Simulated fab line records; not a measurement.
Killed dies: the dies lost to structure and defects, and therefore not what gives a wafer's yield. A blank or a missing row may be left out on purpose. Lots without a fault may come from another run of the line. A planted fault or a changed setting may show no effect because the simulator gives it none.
Chamber matching :: flow nand_harc :: pecvd-02 running NHARC_A_STAIRCASE_DEP_325: 3 sister chambers
The step deposits SiO2, target thk 7200 nm. 22 wafers are shown with their chamber, then 11 later ones without.

== WAFERS PAIRED WITH THEIR CHAMBERS ==
wafer: L075.2
chamber: 1
heater_power_w (W): 704

wafer: L075.5
chamber: 1
heater_power_w (W): 631

wafer: L075.6
chamber: 2
heater_power_w (W): 632

wafer: L077.2
chamber: 1
heater_power_w (W): 666

wafer: L077.5
chamber: 2
heater_power_w (W): 640

wafer: L077.6
chamber: 1
heater_power_w (W): 644

wafer: L079.1
chamber: 2
heater_power_w (W): 754

wafer: L079.5
chamber: 1
heater_power_w (W): 646

wafer: L079.6
chamber: 2
heater_power_w (W): 639

wafer: L084.3
chamber: 0
heater_power_w (W): 598

wafer: L084.5
chamber: 0
heater_power_w (W): 533

wafer: L084.6
chamber: 2
heater_power_w (W): 627

wafer: L082.1
chamber: 1
heater_power_w (W): 790

wafer: L082.4
chamber: 0
heater_power_w (W): 539

wafer: L082.5
chamber: 1
heater_power_w (W): 635

wafer: L086.1
chamber: 2
heater_power_w (W): 783

wafer: L086.2
chamber: 0
heater_power_w (W): 666

wafer: L086.6
chamber: 0
heater_power_w (W): 543

wafer: L088.1
chamber: 0
heater_power_w (W): 573

wafer: L088.2
chamber: 2
heater_power_w (W): 758

wafer: L088.3
chamber: 1
heater_power_w (W): 700

wafer: L090.3
chamber: 2
heater_power_w (W): 732

SIGNATURES (averages over the wafers above)
reading: heater_power_w
chamber 0: 575.33
chamber 1: 677.00
chamber 2: 695.62
scatter within a chamber: 58.2
Rule: for each reading, subtract the chamber's mean from the wafer's reading, divide by that reading's scatter and square the result; add these up over the readings and take the root, which gives the wafer's distance from the chamber. If the next closest chamber is less than 2 further off than the closest, the wafer can't be placed; otherwise it belongs to the closest. The scatter: the root of (the sum of the squares of (reading less its chamber's mean) over the shown wafers, divided by (wafers less chambers)).

== WAFERS WITHOUT THEIR CHAMBER ==
wafer: L090.4
heater_power_w (W): 559

wafer: L090.6
heater_power_w (W): 623

wafer: L096.1
heater_power_w (W): 665

wafer: L096.2
heater_power_w (W): 723

wafer: L096.6
heater_power_w (W): 668

wafer: L096.3
heater_power_w (W): 559

wafer: L096.4
heater_power_w (W): 590

wafer: L096.5
heater_power_w (W): 535

wafer: L097.1
heater_power_w (W): 696

wafer: L097.5
heater_power_w (W): 528

wafer: L097.6
heater_power_w (W): 603

== WHICH CHAMBER EACH ONE RAN IN ==
wafer: L090.4
from the rows above: can't be placed: 0 or 1
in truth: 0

wafer: L090.6
from the rows above: can't be placed: 0 or 1 or 2
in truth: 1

wafer: L096.1
from the rows above: can't be placed: 1 or 2 or 0
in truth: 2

wafer: L096.2
from the rows above: can't be placed: 2 or 1
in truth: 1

wafer: L096.6
from the rows above: can't be placed: 1 or 2 or 0
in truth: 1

wafer: L096.3
from the rows above: can't be placed: 0 or 1
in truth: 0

wafer: L096.4
from the rows above: can't be placed: 0 or 1 or 2
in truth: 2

wafer: L096.5
from the rows above: can't be placed: 0 or 1
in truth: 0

wafer: L097.1
from the rows above: can't be placed: 2 or 1
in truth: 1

wafer: L097.5
from the rows above: can't be placed: 0 or 1
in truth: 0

wafer: L097.6
from the rows above: can't be placed: 0 or 1 or 2
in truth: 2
Correct placement for 0 of the 11. From these rows, 11 cannot be placed; in 11 the true chamber is one of the candidates. Placed wrongly: 0.
